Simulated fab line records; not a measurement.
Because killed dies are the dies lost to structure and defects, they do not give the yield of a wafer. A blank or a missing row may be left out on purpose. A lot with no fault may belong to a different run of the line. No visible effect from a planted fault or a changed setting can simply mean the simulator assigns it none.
Which tool did it? + flow nandHarc + 24 lots, 72 wafers sampled, at 2 steps of a route of 1302

WHAT THE GAUGES SHOWED, per wafer
NHARC_P_GATE_CD_MEAS_46 targets a cd of 720 nm. Usual: 720.0 nm for cdNm, sd 2.3.
| lot  | measured     | on       | cdNm (nm)         | flag |
|------|--------------|----------|-------------------|------|
| L074 | day 5 08:49  | cdSem-02 | 722.2 719.4 720.6 |      |
| L075 | day 5 23:25  | cdSem-02 | 720.8 718.6 717.5 |      |
| L076 | day 6 08:34  | cdSem-03 | 726.3 720.3 719.6 |      |
| L077 | day 6 21:10  | cdSem-03 | 717.6 717.5 723.4 |      |
| L078 | day 7 04:53  | cdSem-03 | 722.0 720.3 723.0 |      |
| L079 | day 7 19:13  | cdSem-01 | 717.6 720.4 721.0 |      |
| L080 | day 7 19:24  | cdSem-02 | 721.1 719.2 719.0 |      |
| L082 | day 8 18:04  | cdSem-03 | 719.0 718.2 716.7 |      |
| L081 | day 8 18:16  | cdSem-02 | 717.2 717.2 721.6 |      |
| L083 | day 9 09:36  | cdSem-02 | 720.9 717.8 720.6 |      |
| L084 | day 9 19:37  | cdSem-03 | 722.4 719.4 719.4 |      |
| L085 | day 10 01:48 | cdSem-03 | 719.3 719.7 721.5 |      |
| L086 | day 10 10:18 | cdSem-02 | 718.3 718.4 719.7 |      |
| L087 | day 11 13:41 | cdSem-02 | 720.8 720.5 720.1 |      |
| L088 | day 11 16:26 | cdSem-03 | 717.5 719.1 722.4 |      |
| L089 | day 11 19:29 | cdSem-03 | 722.8 719.6 721.7 |      |
| L090 | day 12 04:29 | cdSem-01 | 717.8 715.7 716.2 |      |
| L091 | day 12 17:19 | cdSem-02 | 716.3 722.3 720.3 |      |
| L092 | day 13 04:48 | cdSem-03 | 715.7 724.7 717.9 |      |
| L093 | day 13 14:40 | cdSem-01 | 719.1 720.6 721.6 |      |
| L094 | day 13 20:24 | cdSem-02 | 717.4 716.4 720.3 |      |
| L095 | day 14 08:26 | cdSem-02 | 722.6 719.3 717.5 |      |
| L096 | day 14 16:02 | cdSem-02 | 718.5 721.3 720.9 |      |
| L097 | day 15 04:27 | cdSem-02 | 717.8 717.9 717.9 |      |

TOOL THAT RAN EACH LOT (tool first, then ch and the chambers of the sampled wafers, then the start)
| lot  | NHARC_P_GATE_DESCUM_13            |
|------|-----------------------------------|
| L074 | rieDiel-03 ch 1,3, day 4 06:40    |
| L075 | rieDiel-08 ch 0,1,3, day 4 19:08  |
| L076 | rieDiel-05 ch 0,2,3, day 5 02:42  |
| L077 | rieDiel-05 ch 0,1,2, day 5 15:46  |
| L078 | rieDiel-05 ch 0,1,3, day 6 02:15  |
| L079 | rieDiel-05 ch 2,3, day 6 17:12    |
| L080 | rieDiel-03 ch 0,1,2, day 6 17:15  |
| L082 | rieDiel-08 ch 0,1,2, day 7 16:19  |
| L081 | rieDiel-03 ch 0,1, day 7 16:27    |
| L083 | rieDiel-03 ch 2,3, day 8 04:05    |
| L084 | rieDiel-03 ch 0,2,3, day 8 09:55  |
| L085 | rieDiel-08 ch 0,2,3, day 8 21:16  |
| L086 | rieDiel-03 ch 0,1,3, day 9 06:50  |
| L087 | rieDiel-03 ch 2,3, day 10 08:40   |
| L088 | rieDiel-03 ch 0,1,2, day 10 08:49 |
| L089 | rieDiel-08 ch 1,3, day 10 13:18   |
| L090 | rieDiel-05 ch 0,1,3, day 10 23:35 |
| L091 | rieDiel-08 ch 0,1,2, day 11 10:45 |
| L092 | rieDiel-08 ch 0,1,3, day 11 23:20 |
| L093 | rieDiel-03 ch 1,2,3, day 12 13:08 |
| L094 | rieDiel-08 ch 0,1,2, day 12 18:45 |
| L095 | rieDiel-08 ch 1,2,3, day 13 05:12 |
| L096 | rieDiel-08 ch 0,1,3, day 13 12:40 |
| L097 | rieDiel-05 ch 0,1, day 14 01:28   |
- NHARC_P_GATE_DESCUM_13: chemistry O2, time 3 s.

AS READ BY THE TOOLS THEMSELVES (means over the sampled wafers that have a number; for cases with no such wafer, the mark the record gives instead)
NHARC_P_GATE_DESCUM_13. Usual: drypumpMotorCurrentA 5.7 A, standard deviation 0.54; oesProductAu 0.998 a.u., standard deviation 0.016; rfVppV 57.9 V, standard deviation 0.83; showerheadPlenumPTorr 1.93 Torr, standard deviation 0.065; throttleValvePct 11.312 %, standard deviation 0.0075.
| lot  | tool       | drypumpMotorCurrentA (A) | oesProductAu (a.u.) | rfVppV (V) | showerheadPlenumPTorr (Torr) | throttleValvePct (%) | flag |
|------|------------|--------------------------|---------------------|------------|------------------------------|----------------------|------|
| L074 | rieDiel-03 | 6.1                      | 1.004               | 58.6       | 2.03                         | 11.314               |      |
| L075 | rieDiel-08 | 5.8                      | 0.977               | 57.7       | 1.90                         | 11.316               |      |
| L076 | rieDiel-05 | 5.6                      | 1.008               | 57.6       | 1.87                         | 11.310               |      |
| L077 | rieDiel-05 | 5.8                      | 1.003               | 57.7       | 1.88                         | 11.313               |      |
| L078 | rieDiel-05 | 5.7                      | 0.998               | 58.0       | 1.89                         | 11.306               |      |
| L079 | rieDiel-05 | 5.6                      | 1.001               | 58.6       | 1.89                         | 11.309               |      |
| L080 | rieDiel-03 | 5.4                      | 1.019               | 57.6       | 1.98                         | 11.324               |      |
| L082 | rieDiel-08 | 5.7                      | 0.985               | 57.3       | 1.90                         | 11.312               |      |
| L081 | rieDiel-03 | 4.9                      | 1.020               | 58.5       | 2.02                         | 11.310               |      |
| L083 | rieDiel-03 | 6.4                      | 1.009               | 57.0       | 1.92                         | 11.316               |      |
| L084 | rieDiel-03 | 5.9                      | 1.014               | 57.3       | 1.96                         | 11.309               |      |
| L085 | rieDiel-08 | 5.7                      | 0.973               | 58.4       | 1.90                         | 11.309               |      |
| L086 | rieDiel-03 | 5.5                      | 1.016               | 57.7       | 2.02                         | 11.301               |      |
| L087 | rieDiel-03 | 6.4                      | 1.010               | 57.7       | 1.92                         | 11.315               |      |
| L088 | rieDiel-03 | 5.4                      | 1.010               | 58.5       | 1.97                         | 11.310               |      |
| L089 | rieDiel-08 | 5.8                      | 0.985               | 57.3       | 1.92                         | 11.311               |      |
| L090 | rieDiel-05 | 5.7                      | 0.985               | 58.3       | 1.89                         | 11.313               |      |
| L091 | rieDiel-08 | 5.7                      | 0.995               | 57.6       | 1.90                         | 11.316               |      |
| L092 | rieDiel-08 | 5.8                      | 0.982               | 57.9       | 1.90                         | 11.314               |      |
| L093 | rieDiel-03 | 6.0                      | 1.015               | 57.7       | 1.98                         | 11.317               |      |
| L094 | rieDiel-08 | 5.7                      | 0.993               | 57.7       | 1.90                         | 11.312               |      |
| L095 | rieDiel-08 | 5.7                      | 0.985               | 57.1       | 1.91                         | 11.310               |      |
| L096 | rieDiel-08 | 5.8                      | 0.981               | 57.5       | 1.90                         | 11.301               |      |
| L097 | rieDiel-05 | 6.0                      | 1.003               | 57.4       | 1.90                         | 11.308               |      |

THE ANSWER, worked out from the rows above alone
Rule: take the mean of a lot's wafers that have a number; if it is more than 3 standard deviations from the usual mean, the lot is off. Also off: a lot with no number at a reading for which 4 or more lots have one. The other lots that the step has rows for count as sound. Order of review: gauges by route order, followed by the tools' own readings, for which a lot's mean as printed above is used. At the first step where some lot is off, the reading lying furthest off is the one used; lots without a number count as furthest.
No lot is off on any of the readings shown, so nothing can be concluded from this.

WHAT THE SIMULATOR HAD INSERTED
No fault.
